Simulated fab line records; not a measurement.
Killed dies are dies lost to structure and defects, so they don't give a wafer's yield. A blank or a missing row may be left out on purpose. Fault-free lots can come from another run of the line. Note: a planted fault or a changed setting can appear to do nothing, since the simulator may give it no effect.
Code-filled problem report in 8D (eight disciplines) form / flow n5_finfet / the parts of the form that need people (team, actions taken, sign-off) are left out

## 1. WHAT WENT WRONG
Mean of spin_speed_rpm at N5_BEOL_M1_COAT_73: 1436.7 rpm across 6 wafers in 2 lots; on wafers with no fault it is 1500.0 rpm (standard deviation 0.81). Measured from the usual mean, that is -78 standard deviations.
The step: time 60 s, resist thk 5 nm.
Earliest sighting: wafer L763.3 on litho_track-04 at day 6 19:55. The record holds 12 wafers of 4 lots with a number at this step. The rule behind "out" and "out of limits": a value lying over 4 standard deviations away from the usual mean. The rest of the wafers with a number are treated as sound.

## 2. WHAT IT IS, WHAT IT ISN'T
question=which readings at this step | is=spin_speed_rpm | is not=-
question=which lots | is=L763, L768 | is not=L760, L783
question=which wafers of those lots | is=all that have a number | is not=-
question=read on which tools | is=litho_track-04 | is not=litho_track-02
question=when | is=from day 6 19:55 | is not=up to then (3 sound wafers); but 3 sound wafers of L783 came after

## 3. THE SUSPECTS, EACH WITH WHAT RULES IT OUT
Counting: a tool at a process step up to the reading stays a suspect if it ran every lot that is out and no sound lot after the first of them.
- litho_track-04 at N5_BEOL_M1_COAT_73 (time 60 s, resist thk 5 nm): kept. Every lot that is out went through it, starting with L763 (day 6 19:55), and after that it ran no sound lot; the last sound lot it ran before then is L760 (day 6 00:08). Out on those wafers are its own readings of spin_speed_rpm.
Remaining after the count: litho_track-04 at N5_BEOL_M1_COAT_73.

## 4. THE CAUSE (what the simulator had put in)
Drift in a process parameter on litho_track-04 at N5_BEOL_M1_COAT_73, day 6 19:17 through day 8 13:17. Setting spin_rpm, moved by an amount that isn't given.
Only this tool survived the counting.

## 5. SEQUENCE OF EFFECTS, ordered by route
One row per reading whose mean, taken over the struck wafers that have a number, lies over 3 standard deviations from the usual. Only readings whose record carries a usual standard deviation are examined. hours: median over the lots of the time between each lot's start at the first step of this table that gives one and its start at this step. sigmas: the change, counted in usual standard deviations.
hours=0; step=N5_BEOL_M1_COAT_73; reading=spin_speed_rpm; usual=1500.0 rpm; on struck wafers=1436.7; change=-63.3; sigmas=-78
The process steps in it:
- N5_BEOL_M1_COAT_73: time 60 s, resist thk 5 nm.
At these later measuring or inspecting steps, every struck wafer for which the step has a row has a number for every such reading, and none has moved that far: N5_BEOL_M4_RC_MEAS_101.

## 6. HOW IT WOULD HAVE BEEN CAUGHT EARLIER
In this record the first reading out of limits was taken at day 6 19:55, 1 hour after the fault began at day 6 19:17.
